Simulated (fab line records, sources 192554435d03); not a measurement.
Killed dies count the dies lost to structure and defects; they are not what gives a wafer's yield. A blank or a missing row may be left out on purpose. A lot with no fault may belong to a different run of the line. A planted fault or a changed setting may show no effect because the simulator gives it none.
Matching of chambers | flow n5 finfet | 4 sister chambers for N5_ZERO_LAYER_DESCUM_16 on rie diel-01
The step chemistry O2, time 7.9 s. 16 wafers are shown with their chamber, then 8 later ones without.

EACH WAFER AND ITS CHAMBER
wafer  | chamber | showerhead plenum p Torr (Torr) | drypump motor current A (A) | throttle valve pct (%)
L074.1 | 0       | 2.12                            | 5.6                         | 20.37
L074.3 | 1       | 2.14                            | 5.7                         | 20.33
L074.6 | 2       | 2.06                            | 5.7                         | 20.06
L075.1 | 0       | 2.12                            | 5.6                         | 20.35
L075.4 | 1       | 2.14                            | 5.7                         | 20.33
L075.5 | 1       | 2.14                            | 5.7                         | 20.34
L078.1 | 1       | 2.14                            | 5.7                         | 20.33
L078.3 | 2       | 2.06                            | 5.7                         | 20.06
L078.5 | 3       | 2.15                            | 5.1                         | 20.39
L081.4 | 3       | 2.15                            | 5.1                         | 20.40
L081.5 | 0       | 2.12                            | 5.6                         | 20.37
L081.6 | 3       | 2.15                            | 5.2                         | 20.40
L085.2 | 1       | 2.14                            | 5.7                         | 20.35
L085.3 | 3       | 2.15                            | 5.1                         | 20.40
L085.4 | 0       | 2.11                            | 5.6                         | 20.40
L087.2 | 1       | 2.14                            | 5.7                         | 20.37

SIGNATURES (averages over the wafers above)
reading                  | chamber 0 | chamber 1 | chamber 2 | chamber 3 | scatter within a chamber
showerhead plenum p Torr | 2.1175    | 2.1400    | 2.0600    | 2.1500    | 0.0025
drypump motor current A  | 5.600     | 5.700     | 5.700     | 5.125     | 0.025
throttle valve pct       | 20.3725   | 20.3417   | 20.0600   | 20.3975   | 0.0148
Rule: for each reading, subtract the chamber's mean from the wafer's reading, divide by that reading's scatter and square the result; add these up over the readings and take the root, which gives the wafer's distance from the chamber. If the next closest chamber is less than 2 further off than the closest, the wafer can't be placed; otherwise it belongs to the closest. The scatter: the root of (the sum of the squares of (reading less its chamber's mean) over the shown wafers, divided by (wafers less chambers)).

WAFERS WITHOUT THEIR CHAMBER
wafer  | showerhead plenum p Torr (Torr) | drypump motor current A (A) | throttle valve pct (%)
L087.3 | 2.15                            | 5.1                         | 20.42
L087.6 | 2.11                            | 5.6                         | 20.38
L091.2 | 2.11                            | 5.6                         | 20.40
L091.5 | 2.05                            | 5.7                         | 20.09
L091.6 | 2.13                            | 5.7                         | 20.37
L093.3 | 2.05                            | 5.7                         | 20.10
L093.4 | 2.14                            | 5.2                         | 20.43
L093.6 | 2.13                            | 5.8                         | 20.39

EACH ONE'S CHAMBER
wafer  | from the rows above     | in truth
L087.3 | 3                       | 3
L087.6 | 0                       | 0
L091.2 | 0                       | 0
L091.5 | 2                       | 2
L091.6 | can't be placed: 1 or 0 | 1
L093.3 | 2                       | 2
L093.4 | 3                       | 3
L093.6 | 1                       | 1
7 of 8 placed correctly. Cannot be placed on the basis of these rows: 1; the candidates contain the true chamber in 1. Placed wrongly: 0.
